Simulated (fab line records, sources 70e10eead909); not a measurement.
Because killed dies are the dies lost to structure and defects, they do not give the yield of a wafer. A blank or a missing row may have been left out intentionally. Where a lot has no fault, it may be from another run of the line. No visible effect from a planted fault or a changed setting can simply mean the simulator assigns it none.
Which tool was responsible? | flow nand_harc | 24 lots with 72 wafers sampled at 6 steps, on a route of 1159 steps

WHAT EACH GAUGE READ, for each wafer
The record holds no reading of a measuring or inspecting step that can be judged against a usual standard deviation.

TOOL THAT RAN EACH LOT (tool first, then ch and the chambers of the sampled wafers, then the start)
lot  | NHARC_A_CONTACT_ETCH_118             | NHARC_A_CONTACT_ETCH_91            | NHARC_A_CONTACT_ETCH_97                       | NHARC_A_CONTACT_DEP_85          | NHARC_A_CONTACT_ETCH_136             | NHARC_A_CONTACT_ETCH_138
L074 | har_cap_etch-01 ch 0,1, day 16 09:32 | rie_diel-05 ch 0,2,3, day 16 18:14 | rie_diel-05 ch 1,2,3, day 16 21:01 or earlier | pecvd-03 ch 0,1, day 16 21:01   | har_cap_etch-01 ch 0,1, day 16 23:14 | har_cap_etch-01 ch 0,1, day 16 23:29
L078 | har_cap_etch-01 ch 1, day 16 20:43   | rie_diel-11 ch 0,1, day 17 05:30   | rie_diel-11 ch 0,2,3, day 17 08:04 or earlier | pecvd-01 ch 0,1,2, day 17 08:04 | har_cap_etch-01 ch 0,1, day 17 10:52 | har_cap_etch-01 ch 0,1, day 17 11:07
L075 | har_cap_etch-03 ch 0,1, day 16 21:12 | rie_diel-05 ch 1,2, day 17 06:01   | rie_diel-05 ch 0,1,2, day 17 06:10            | pecvd-03 ch 0,1,2, day 17 08:35 | har_cap_etch-03 ch 0,1, day 17 12:17 | har_cap_etch-03 ch 0,1, day 17 12:31
L076 | har_cap_etch-03 ch 0,1, day 17 02:22 | rie_diel-07 ch 1,3, day 17 10:50   | rie_diel-07 ch 0,2, day 17 14:19 or earlier   | pecvd-03 ch 0,2, day 17 14:19   | har_cap_etch-03 ch 0, day 17 16:30   | har_cap_etch-03 ch 0, day 17 16:45
L080 | har_cap_etch-02 ch 0,1, day 17 03:12 | rie_diel-05 ch 0,1,3, day 17 11:20 | rie_diel-05 ch 0,1, day 17 14:37 or earlier   | pecvd-02 ch 0,1, day 17 14:37   | har_cap_etch-02 ch 0,1, day 17 16:52 | har_cap_etch-02 ch 0,1, day 17 17:07
L079 | har_cap_etch-02 ch 0,1, day 17 07:06 | rie_diel-07 ch 1,2,3, day 17 15:29 | rie_diel-07 ch 1,2, day 17 17:56 or earlier   | pecvd-02 ch 1,2, day 17 17:56   | har_cap_etch-01 ch 0, day 17 20:07   | har_cap_etch-01 ch 0, day 17 20:22
L077 | har_cap_etch-01 ch 0, day 17 08:50   | rie_diel-11 ch 0,2,3, day 17 16:49 | rie_diel-11 ch 1,2, day 17 19:20 or earlier   | pecvd-02 ch 0,1, day 17 19:20   | har_cap_etch-03 ch 1, day 17 21:30   | har_cap_etch-03 ch 1, day 17 21:44
L081 | har_cap_etch-02 ch 0,1, day 18 10:05 | rie_diel-07 ch 1,2,3, day 18 18:26 | rie_diel-07 ch 1,2,3, day 18 21:52 or earlier | pecvd-02 ch 0,2, day 18 21:52   | har_cap_etch-02 ch 0,1, day 19 00:07 | har_cap_etch-02 ch 0,1, day 19 00:21
L082 | har_cap_etch-01 ch 0,1, day 18 10:23 | rie_diel-11 ch 0,1, day 18 18:48   | rie_diel-11 ch 0,1,2, day 18 22:06 or earlier | pecvd-02 ch 0,2, day 18 22:06   | har_cap_etch-01 ch 0,1, day 19 00:33 | har_cap_etch-01 ch 0,1, day 19 00:48
L083 | har_cap_etch-01 ch 0,1, day 18 20:14 | rie_diel-07 ch 1,2, day 19 04:13   | rie_diel-07 ch 1,2, day 19 07:06 or earlier   | pecvd-02 ch 0,1, day 19 07:06   | har_cap_etch-02 ch 0,1, day 19 09:15 | har_cap_etch-02 ch 0,1, day 19 09:30
L085 | har_cap_etch-03 ch 0,1, day 18 21:22 | rie_diel-11 ch 0,1,3, day 19 07:48 | rie_diel-11 ch 0,2, day 19 10:13 or earlier   | pecvd-01 ch 0,1, day 19 10:13   | har_cap_etch-02 ch 0,1, day 19 12:27 | har_cap_etch-02 ch 0,1, day 19 12:41
L084 | har_cap_etch-03 ch 0,1, day 19 01:52 | rie_diel-07 ch 1,2, day 19 10:07   | rie_diel-07 ch 0,2, day 19 10:14              | pecvd-02 ch 0,1, day 19 12:51   | har_cap_etch-03 ch 0,1, day 19 15:19 | har_cap_etch-03 ch 0,1, day 19 15:34
L087 | har_cap_etch-01 ch 0,1, day 19 10:32 | rie_diel-11 ch 0,3, day 19 18:45   | rie_diel-11 ch 1,2,3, day 19 21:14 or earlier | pecvd-03 ch 0,1, day 19 21:14   | har_cap_etch-02 ch 0,1, day 19 23:31 | har_cap_etch-02 ch 0,1, day 19 23:45
L088 | har_cap_etch-03 ch 0,1, day 20 03:07 | rie_diel-11 ch 0,1,2, day 20 11:07 | rie_diel-11 ch 1,2,3, day 20 14:32 or earlier | pecvd-02 ch 0,1, day 20 14:32   | har_cap_etch-01 ch 1, day 20 16:52   | har_cap_etch-01 ch 1, day 20 17:07
L086 | har_cap_etch-01 ch 0,1, day 20 07:24 | rie_diel-07 ch 1,2,3, day 20 15:23 | rie_diel-07 ch 0,1,3, day 20 18:27 or earlier | pecvd-02 ch 0,1,2, day 20 18:27 | har_cap_etch-03 ch 0,1, day 20 20:35 | har_cap_etch-03 ch 0,1, day 20 20:50
L089 | har_cap_etch-02 ch 0,1, day 20 09:21 | rie_diel-05 ch 0,2, day 20 17:13   | rie_diel-05 ch 0,2,3, day 20 20:05 or earlier | pecvd-02 ch 0,1,2, day 20 20:05 | har_cap_etch-03 ch 0,1, day 20 22:20 | har_cap_etch-03 ch 0,1, day 20 22:35
L090 | har_cap_etch-01 ch 0,1, day 20 14:08 | rie_diel-07 ch 0,3, day 20 23:18   | rie_diel-07 ch 2,3, day 21 03:08 or earlier   | pecvd-02 ch 0,1,2, day 21 03:08 | har_cap_etch-03 ch 0,1, day 21 05:14 | har_cap_etch-03 ch 0,1, day 21 05:29
L092 | har_cap_etch-02 ch 0,1, day 20 18:50 | rie_diel-11 ch 0,2, day 21 05:05   | rie_diel-11 ch 0,2,3, day 21 12:22 or earlier | pecvd-01 ch 1,2, day 21 12:22   | har_cap_etch-02 ch 0,1, day 21 14:33 | har_cap_etch-02 ch 0,1, day 21 14:48
L095 | har_cap_etch-01 ch 0,1, day 20 21:48 | rie_diel-05 ch 0,1,3, day 21 06:37 | rie_diel-05 ch 0,1,3, day 21 13:22 or earlier | pecvd-02 ch 0,2, day 21 13:22   | har_cap_etch-03 ch 0,1, day 21 15:32 | har_cap_etch-03 ch 0,1, day 21 15:46
L091 | har_cap_etch-01 ch 0,1, day 20 23:52 | rie_diel-05 ch 0,1,3, day 21 12:16 | rie_diel-05 ch 0,2,3, day 21 15:31 or earlier | pecvd-03 ch 0,1,2, day 21 15:31 | har_cap_etch-02 ch 0,1, day 21 18:13 | har_cap_etch-02 ch 0,1, day 21 18:28
L094 | har_cap_etch-03 ch 0,1, day 21 01:54 | rie_diel-11 ch 1,2,3, day 21 14:57 | rie_diel-11 ch 1,2,3, day 21 18:26 or earlier | pecvd-02 ch 0,1,2, day 21 18:26 | har_cap_etch-03 ch 0,1, day 21 20:46 | har_cap_etch-03 ch 0,1, day 21 21:01
L093 | har_cap_etch-02 ch 0,1, day 21 09:29 | rie_diel-05 ch 0,1,2, day 21 19:37 | rie_diel-05 ch 0,1,2, day 21 22:12 or earlier | pecvd-03 ch 0,1,2, day 21 22:12 | har_cap_etch-01 ch 0,1, day 22 00:25 | har_cap_etch-01 ch 0,1, day 22 00:40
L096 | har_cap_etch-02 ch 0,1, day 22 00:09 | rie_diel-11 ch 2,3, day 22 08:13   | rie_diel-11 ch 1,3, day 22 14:25 or earlier   | pecvd-01 ch 1,2, day 22 14:25   | har_cap_etch-03 ch 0, day 22 16:39   | har_cap_etch-03 ch 0, day 22 16:54
L097 | har_cap_etch-03 ch 0,1, day 22 04:30 | rie_diel-11 ch 1,2,3, day 22 14:58 | rie_diel-11 ch 0,2,3, day 22 21:04 or earlier | pecvd-03 ch 0,1,2, day 22 21:04 | har_cap_etch-02 ch 0,1, day 22 23:19 | har_cap_etch-02 ch 0,1, day 22 23:33
- NHARC_A_CONTACT_ETCH_118: etches the open film in C4F8/O2/Ar, time 94 s, target depth 922 nm.
- NHARC_A_CONTACT_ETCH_91: etches the open film in CH3F/O2, target depth 40 nm, time 85.7 s.
- NHARC_A_CONTACT_ETCH_97: etches the open film in C4F6/O2, target depth 20 nm, time 10 s.
- NHARC_A_CONTACT_DEP_85: deposits SiON, target thk 50 nm.
- NHARC_A_CONTACT_ETCH_136: etches the open film in C4F8/O2/Ar, time 132 s, target depth 1287 nm.
- NHARC_A_CONTACT_ETCH_138: etches the open film in C4F8/O2/Ar, time 132 s, target depth 1289 nm.

AS READ BY THE TOOLS THEMSELVES (means over the sampled wafers that have a number; for cases with no such wafer, the mark the record gives instead)
NHARC_A_CONTACT_ETCH_91. Usual: bias_w 100.0 W, standard deviation 0.3; drypump_motor_current_A 5.8 A, standard deviation 0.41; oes_product_au 0.940 a.u., standard deviation 0.029; rf_vpp_V 244.3 V, standard deviation 1.8; showerhead_plenum_p_Torr 2.44 Torr, standard deviation 0.11; throttle_valve_pct 20.663 %, standard deviation 0.0099.
lot  | tool        | bias_w (W) | drypump_motor_current_A (A) | oes_product_au (a.u.) | rf_vpp_V (V) | showerhead_plenum_p_Torr (Torr) | throttle_valve_pct (%) | flag
L074 | rie_diel-05 | 100.0      | 5.6                         | 0.928                 | 245.2        | 2.45                            | 20.660                 |
L078 | rie_diel-11 | 100.2      | 5.9                         | 1.010                 | 241.4        | 2.32                            | 20.665                 |
L075 | rie_diel-05 | 99.9       | 5.6                         | 0.928                 | 244.6        | 2.49                            | 20.653                 |
L076 | rie_diel-07 | 99.9       | 5.4                         | 0.917                 | 246.2        | 2.58                            | 20.664                 |
L080 | rie_diel-05 | 100.2      | 5.6                         | 0.952                 | 244.4        | 2.46                            | 20.666                 |
L079 | rie_diel-07 | 99.9       | 6.0                         | 1.007                 | 246.2        | 2.57                            | 20.667                 |
L077 | rie_diel-11 | 100.0      | 5.8                         | 0.931                 | 243.9        | 2.40                            | 20.664                 |
L081 | rie_diel-07 | 100.0      | 6.0                         | 0.922                 | 245.4        | 2.57                            | 20.669                 |
L082 | rie_diel-11 | 100.2      | 5.8                         | 0.920                 | 241.9        | 2.30                            | 20.666                 |
L083 | rie_diel-07 | 100.1      | 6.3                         | 0.927                 | 245.0        | 2.54                            | 20.655                 |
L085 | rie_diel-11 | 100.0      | 5.7                         | 1.008                 | 243.9        | 2.39                            | 20.675                 |
L084 | rie_diel-07 | 100.1      | 6.3                         | 0.926                 | 245.6        | 2.54                            | 20.674                 |
L087 | rie_diel-11 | 100.0      | 5.9                         | 0.926                 | 243.6        | 2.39                            | 20.660                 |
L088 | rie_diel-11 | 100.0      | 5.9                         | 0.989                 | 242.9        | 2.31                            | 20.667                 |
L086 | rie_diel-07 | 99.5       | 6.0                         | 0.936                 | 245.6        | 2.56                            | 20.651                 |
L089 | rie_diel-05 | 100.0      | 5.5                         | 0.927                 | 244.2        | 2.42                            | 20.664                 |
L090 | rie_diel-07 | 99.8       | 5.7                         | 0.930                 | 245.0        | 2.49                            | 20.664                 |
L092 | rie_diel-11 | 100.0      | 6.1                         | 0.934                 | 241.3        | 2.32                            | 20.665                 |
L095 | rie_diel-05 | 100.0      | 5.6                         | 0.929                 | 244.9        | 2.45                            | 20.657                 |
L091 | rie_diel-05 | 100.0      | 5.6                         | 0.930                 | 244.3        | 2.45                            | 20.664                 |
L094 | rie_diel-11 | 100.2      | 5.6                         | 0.924                 | 244.5        | 2.38                            | 20.660                 |
L093 | rie_diel-05 | 100.3      | 5.6                         | 0.928                 | 244.7        | 2.43                            | 20.661                 |
L096 | rie_diel-11 | 100.0      | 5.7                         | 0.925                 | 243.1        | 2.38                            | 20.656                 |
L097 | rie_diel-11 | 100.2      | 5.7                         | 0.921                 | 243.5        | 2.37                            | 20.669                 |

NHARC_A_CONTACT_ETCH_97. Usual: bias_w is 500.1 W with standard deviation 1.6, c4f6_flow_sccm is 24.99 sccm with standard deviation 0.074, drypump_motor_current_A is 5.8 A with standard deviation 0.41, oes_product_au is 0.963 a.u. with standard deviation 0.023, rf_vpp_V is 546 V with standard deviation 3.4, showerhead_plenum_p_Torr is 3.90 Torr with standard deviation 0.16, and throttle_valve_pct is 26.903 % with standard deviation 0.0091.
lot  | tool        | bias_w (W) | c4f6_flow_sccm (sccm) | drypump_motor_current_A (A) | oes_product_au (a.u.) | rf_vpp_V (V) | showerhead_plenum_p_Torr (Torr) | throttle_valve_pct (%) | flag
L074 | rie_diel-05 | 500.8      | 24.95                 | 5.6                         | 0.939                 | 548          | 4.00                            | 26.900                 |
L078 | rie_diel-11 | 500.3      | 25.00                 | 5.8                         | 1.003                 | 545          | 3.84                            | 26.904                 |
L075 | rie_diel-05 | 500.7      | 25.03                 | 5.6                         | 0.951                 | 547          | 3.90                            | 26.899                 |
L076 | rie_diel-07 | 499.5      | 25.07                 | 6.3                         | 0.959                 | 547          | 3.94                            | 26.902                 |
L080 | rie_diel-05 | 500.5      | 24.90                 | 5.7                         | 0.961                 | 547          | 3.91                            | 26.905                 |
L079 | rie_diel-07 | 497.8      | 24.97                 | 6.6                         | 1.006                 | 551          | 4.06                            | 26.908                 |
L077 | rie_diel-11 | 501.6      | 24.98                 | 5.7                         | 0.953                 | 543          | 3.70                            | 26.898                 |
L081 | rie_diel-07 | 500.2      | 24.98                 | 6.0                         | 0.941                 | 550          | 4.08                            | 26.902                 |
L082 | rie_diel-11 | 499.7      | 24.95                 | 5.9                         | 0.949                 | 542          | 3.71                            | 26.912                 |
L083 | rie_diel-07 | 501.1      | 25.02                 | 6.3                         | 0.950                 | 550          | 4.04                            | 26.909                 |
L085 | rie_diel-11 | 499.8      | 24.99                 | 6.1                         | 1.010                 | 542          | 3.72                            | 26.904                 |
L084 | rie_diel-07 | 500.2      | 24.97                 | 6.6                         | 0.967                 | 549          | 4.01                            | 26.899                 |
L087 | rie_diel-11 | 499.0      | 24.93                 | 5.7                         | 0.944                 | 545          | 3.81                            | 26.910                 |
L088 | rie_diel-11 | 499.8      | 25.00                 | 5.7                         | 1.000                 | 544          | 3.81                            | 26.902                 |
L086 | rie_diel-07 | 499.8      | 25.00                 | 5.7                         | 0.964                 | 548          | 4.02                            | 26.904                 |
L089 | rie_diel-05 | 500.8      | 25.06                 | 5.6                         | 0.948                 | 547          | 3.90                            | 26.896                 |
L090 | rie_diel-07 | 501.2      | 24.91                 | 5.6                         | 0.976                 | 551          | 4.12                            | 26.904                 |
L092 | rie_diel-11 | 499.8      | 25.04                 | 5.9                         | 0.949                 | 544          | 3.82                            | 26.910                 |
L095 | rie_diel-05 | 501.9      | 25.07                 | 5.6                         | 0.952                 | 546          | 3.91                            | 26.900                 |
L091 | rie_diel-05 | 500.2      | 24.94                 | 5.6                         | 0.942                 | 546          | 3.89                            | 26.894                 |
L094 | rie_diel-11 | 500.7      | 24.97                 | 5.7                         | 0.964                 | 545          | 3.80                            | 26.901                 |
L093 | rie_diel-05 | 499.2      | 24.95                 | 5.6                         | 0.948                 | 546          | 3.87                            | 26.905                 |
L096 | rie_diel-11 | 501.4      | 25.07                 | 5.5                         | 0.967                 | 546          | 3.91                            | 26.899                 |
L097 | rie_diel-11 | 500.6      | 24.96                 | 5.8                         | 0.961                 | 545          | 3.81                            | 26.897                 |

NHARC_A_CONTACT_DEP_85. Usual: heater_power_w reads 740 W (standard deviation 76).
lot  | tool     | heater_power_w (W) | flag
L074 | pecvd-03 | 694                |
L078 | pecvd-01 | 791                |
L075 | pecvd-03 | 728                |
L076 | pecvd-03 | 654                |
L080 | pecvd-02 | 732                |
L079 | pecvd-02 | 809                |
L077 | pecvd-02 | 784                |
L081 | pecvd-02 | 771                |
L082 | pecvd-02 | 736                |
L083 | pecvd-02 | 725                |
L085 | pecvd-01 | 698                |
L084 | pecvd-02 | 720                |
L087 | pecvd-03 | 713                |
L088 | pecvd-02 | 638                |
L086 | pecvd-02 | 784                |
L089 | pecvd-02 | 780                |
L090 | pecvd-02 | 775                |
L092 | pecvd-01 | 788                |
L095 | pecvd-02 | 792                |
L091 | pecvd-03 | 659                |
L094 | pecvd-02 | 765                |
L093 | pecvd-03 | 685                |
L096 | pecvd-01 | 788                |
L097 | pecvd-03 | 685                |

THE ANSWER, worked out from the rows above alone
Rule: take the mean of a lot's wafers that have a number; if it is more than 3 standard deviations from the usual mean, the lot is off. A lot without any number at a reading at which 4 lots or more have one is off too. Where the step has rows for the other lots, those lots are counted as sound. First the gauges in route order, then the tools' own readings, where a lot's mean is used as printed above. At the first step where some lot is off, the reading lying furthest off is the one used; lots without a number count as furthest.
No lot is off on any of the readings shown, so nothing can be concluded from this.

WHAT WAS PUT IN BY THE SIMULATOR
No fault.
